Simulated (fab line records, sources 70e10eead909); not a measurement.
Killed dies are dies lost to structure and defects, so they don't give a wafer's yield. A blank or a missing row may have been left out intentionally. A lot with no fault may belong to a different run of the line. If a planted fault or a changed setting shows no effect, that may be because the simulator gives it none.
Matching of chambers / flow nand_harc / NHARC_A_M0_ETCH_34 on rie_diel-02: 4 sister chambers
The step etches the open film in N2/H2, target depth 40 nm, overetch 12 nm, time 43.94 s. 27 wafers are shown with their chamber, then 12 later ones without.

WAFERS, EACH WITH ITS CHAMBER
wafer=L075.1; chamber=1; showerhead_plenum_p_Torr (Torr)=2.13; drypump_motor_current_A (A)=5.4; rf_vpp_V (V)=433.7
wafer=L075.3; chamber=0; showerhead_plenum_p_Torr (Torr)=1.94; drypump_motor_current_A (A)=6.1; rf_vpp_V (V)=428.7
wafer=L075.6; chamber=3; showerhead_plenum_p_Torr (Torr)=2.03; drypump_motor_current_A (A)=5.3; rf_vpp_V (V)=429.6
wafer=L077.1; chamber=0; showerhead_plenum_p_Torr (Torr)=1.94; drypump_motor_current_A (A)=6.1; rf_vpp_V (V)=427.4
wafer=L077.5; chamber=1; showerhead_plenum_p_Torr (Torr)=2.13; drypump_motor_current_A (A)=5.4; rf_vpp_V (V)=432.7
wafer=L077.6; chamber=0; showerhead_plenum_p_Torr (Torr)=1.94; drypump_motor_current_A (A)=6.1; rf_vpp_V (V)=427.9
wafer=L076.2; chamber=3; showerhead_plenum_p_Torr (Torr)=2.03; drypump_motor_current_A (A)=5.3; rf_vpp_V (V)=430.1
wafer=L076.3; chamber=0; showerhead_plenum_p_Torr (Torr)=1.94; drypump_motor_current_A (A)=6.1; rf_vpp_V (V)=428.3
wafer=L076.4; chamber=1; showerhead_plenum_p_Torr (Torr)=2.13; drypump_motor_current_A (A)=5.4; rf_vpp_V (V)=431.6
wafer=L082.1; chamber=3; showerhead_plenum_p_Torr (Torr)=2.03; drypump_motor_current_A (A)=5.3; rf_vpp_V (V)=429.6
wafer=L082.2; chamber=1; showerhead_plenum_p_Torr (Torr)=2.13; drypump_motor_current_A (A)=5.4; rf_vpp_V (V)=432.4
wafer=L082.4; chamber=2; showerhead_plenum_p_Torr (Torr)=2.19; drypump_motor_current_A (A)=5.6; rf_vpp_V (V)=433.8
wafer=L087.4; chamber=3; showerhead_plenum_p_Torr (Torr)=2.03; drypump_motor_current_A (A)=5.3; rf_vpp_V (V)=430.5
wafer=L087.5; chamber=3; showerhead_plenum_p_Torr (Torr)=2.03; drypump_motor_current_A (A)=5.2; rf_vpp_V (V)=430.8
wafer=L087.6; chamber=0; showerhead_plenum_p_Torr (Torr)=1.94; drypump_motor_current_A (A)=6.1; rf_vpp_V (V)=427.1
wafer=L089.3; chamber=0; showerhead_plenum_p_Torr (Torr)=1.94; drypump_motor_current_A (A)=6.1; rf_vpp_V (V)=427.9
wafer=L089.5; chamber=3; showerhead_plenum_p_Torr (Torr)=2.03; drypump_motor_current_A (A)=5.3; rf_vpp_V (V)=431.6
wafer=L089.6; chamber=2; showerhead_plenum_p_Torr (Torr)=2.19; drypump_motor_current_A (A)=5.6; rf_vpp_V (V)=435.1
wafer=L088.1; chamber=0; showerhead_plenum_p_Torr (Torr)=1.94; drypump_motor_current_A (A)=6.1; rf_vpp_V (V)=426.9
wafer=L088.3; chamber=2; showerhead_plenum_p_Torr (Torr)=2.19; drypump_motor_current_A (A)=5.6; rf_vpp_V (V)=435.2
wafer=L088.4; chamber=1; showerhead_plenum_p_Torr (Torr)=2.12; drypump_motor_current_A (A)=5.4; rf_vpp_V (V)=431.7
wafer=L091.1; chamber=2; showerhead_plenum_p_Torr (Torr)=2.19; drypump_motor_current_A (A)=5.5; rf_vpp_V (V)=434.3
wafer=L091.2; chamber=3; showerhead_plenum_p_Torr (Torr)=2.03; drypump_motor_current_A (A)=5.3; rf_vpp_V (V)=430.3
wafer=L091.5; chamber=3; showerhead_plenum_p_Torr (Torr)=2.03; drypump_motor_current_A (A)=5.3; rf_vpp_V (V)=428.9
wafer=L090.1; chamber=2; showerhead_plenum_p_Torr (Torr)=2.19; drypump_motor_current_A (A)=5.6; rf_vpp_V (V)=435.3
wafer=L090.3; chamber=1; showerhead_plenum_p_Torr (Torr)=2.12; drypump_motor_current_A (A)=5.4; rf_vpp_V (V)=433.1
wafer=L090.5; chamber=0; showerhead_plenum_p_Torr (Torr)=1.94; drypump_motor_current_A (A)=6.1; rf_vpp_V (V)=428.4

SIGNATURES (averages over the wafers above)
reading=showerhead_plenum_p_Torr; chamber 0=1.9400; chamber 1=2.1267; chamber 2=2.1900; chamber 3=2.0300; scatter within a chamber=0.00241
reading=drypump_motor_current_A; chamber 0=6.100; chamber 1=5.400; chamber 2=5.580; chamber 3=5.287; scatter within a chamber=0.027
reading=rf_vpp_V; chamber 0=427.825; chamber 1=432.533; chamber 2=434.740; chamber 3=430.175; scatter within a chamber=0.745
Rule: a wafer's distance from a chamber is the root of the sum, over the readings, of the square of ((its reading less the chamber's mean) divided by the reading's scatter). If the next closest chamber is less than 2 further off than the closest, the wafer can't be placed; otherwise it belongs to the closest. The scatter: the root of (the sum of the squares of (reading less its chamber's mean) over the shown wafers, divided by (wafers less chambers)).

WAFERS WITHOUT THEIR CHAMBER
wafer=L092.1; showerhead_plenum_p_Torr (Torr)=2.03; drypump_motor_current_A (A)=5.3; rf_vpp_V (V)=431.2
wafer=L092.2; showerhead_plenum_p_Torr (Torr)=2.19; drypump_motor_current_A (A)=5.6; rf_vpp_V (V)=434.5
wafer=L092.4; showerhead_plenum_p_Torr (Torr)=2.12; drypump_motor_current_A (A)=5.4; rf_vpp_V (V)=433.3
wafer=L095.1; showerhead_plenum_p_Torr (Torr)=2.19; drypump_motor_current_A (A)=5.6; rf_vpp_V (V)=435.2
wafer=L095.2; showerhead_plenum_p_Torr (Torr)=2.12; drypump_motor_current_A (A)=5.4; rf_vpp_V (V)=432.2
wafer=L095.5; showerhead_plenum_p_Torr (Torr)=2.12; drypump_motor_current_A (A)=5.4; rf_vpp_V (V)=432.1
wafer=L094.1; showerhead_plenum_p_Torr (Torr)=1.94; drypump_motor_current_A (A)=6.1; rf_vpp_V (V)=429.0
wafer=L094.4; showerhead_plenum_p_Torr (Torr)=2.19; drypump_motor_current_A (A)=5.6; rf_vpp_V (V)=434.0
wafer=L094.6; showerhead_plenum_p_Torr (Torr)=2.03; drypump_motor_current_A (A)=5.3; rf_vpp_V (V)=429.7
wafer=L096.1; showerhead_plenum_p_Torr (Torr)=2.12; drypump_motor_current_A (A)=5.4; rf_vpp_V (V)=431.5
wafer=L096.3; showerhead_plenum_p_Torr (Torr)=2.03; drypump_motor_current_A (A)=5.3; rf_vpp_V (V)=430.8
wafer=L096.6; showerhead_plenum_p_Torr (Torr)=2.03; drypump_motor_current_A (A)=5.3; rf_vpp_V (V)=431.3

CHAMBER TAKEN BY EACH
wafer=L092.1; from the rows above=3; in truth=3
wafer=L092.2; from the rows above=2; in truth=2
wafer=L092.4; from the rows above=1; in truth=1
wafer=L095.1; from the rows above=2; in truth=2
wafer=L095.2; from the rows above=1; in truth=1
wafer=L095.5; from the rows above=1; in truth=1
wafer=L094.1; from the rows above=0; in truth=0
wafer=L094.4; from the rows above=2; in truth=2
wafer=L094.6; from the rows above=3; in truth=3
wafer=L096.1; from the rows above=1; in truth=1
wafer=L096.3; from the rows above=3; in truth=3
wafer=L096.6; from the rows above=3; in truth=3
12 of 12 placed correctly. Left unplaced by these rows: 0. Number placed wrongly: 0.
